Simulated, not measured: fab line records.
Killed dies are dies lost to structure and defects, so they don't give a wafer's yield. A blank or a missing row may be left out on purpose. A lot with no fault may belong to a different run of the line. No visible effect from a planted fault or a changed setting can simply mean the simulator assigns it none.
Chamber matching / flow nand_harc / NHARC_P_GATE_DESCUM_93 on rie_diel-10 has 3 sister chambers
The step chemistry O2, time 3 s. 3 wafers are shown with their chamber, then 7 later ones without.

## WAFERS, EACH WITH ITS CHAMBER
wafer=L608.3; chamber=3; showerhead_plenum_p_Torr (Torr)=1.95
wafer=L611.6; chamber=1; showerhead_plenum_p_Torr (Torr)=2.01
wafer=L617.2; chamber=2; showerhead_plenum_p_Torr (Torr)=2.04

## WAFERS WITHOUT THEIR CHAMBER
wafer=L617.3; showerhead_plenum_p_Torr (Torr)=1.94
wafer=L617.5; showerhead_plenum_p_Torr (Torr)=1.94
wafer=L626.2; showerhead_plenum_p_Torr (Torr)=2.04
wafer=L626.3; showerhead_plenum_p_Torr (Torr)=2.01
wafer=L627.4; showerhead_plenum_p_Torr (Torr)=1.94
wafer=L627.5; showerhead_plenum_p_Torr (Torr)=2.01
wafer=L627.6; showerhead_plenum_p_Torr (Torr)=2.04

## WHICH CHAMBER EACH WENT THROUGH
wafer=L617.3; from the rows above=3; in truth=3
wafer=L617.5; from the rows above=3; in truth=3
wafer=L626.2; from the rows above=2; in truth=2
wafer=L626.3; from the rows above=1; in truth=1
wafer=L627.4; from the rows above=3; in truth=3
wafer=L627.5; from the rows above=1; in truth=1
wafer=L627.6; from the rows above=2; in truth=2
Placed correctly: 7 of 7. From these rows, 0 cannot be placed. 0 placed wrongly.
How it was worked out, from the rows above alone: a wafer's distance from a chamber is the root of the sum, over the readings, of the square of ((its reading less the chamber's mean) divided by the reading's scatter). If the next closest chamber is less than 2 further off than the closest, the wafer can't be placed; otherwise it belongs to the closest. The mean given for a chamber averages the wafers shown for that chamber. The scatter: with one shown wafer a chamber, the root of the mean of the squares of how far each hidden wafer lies from its nearest shown one.
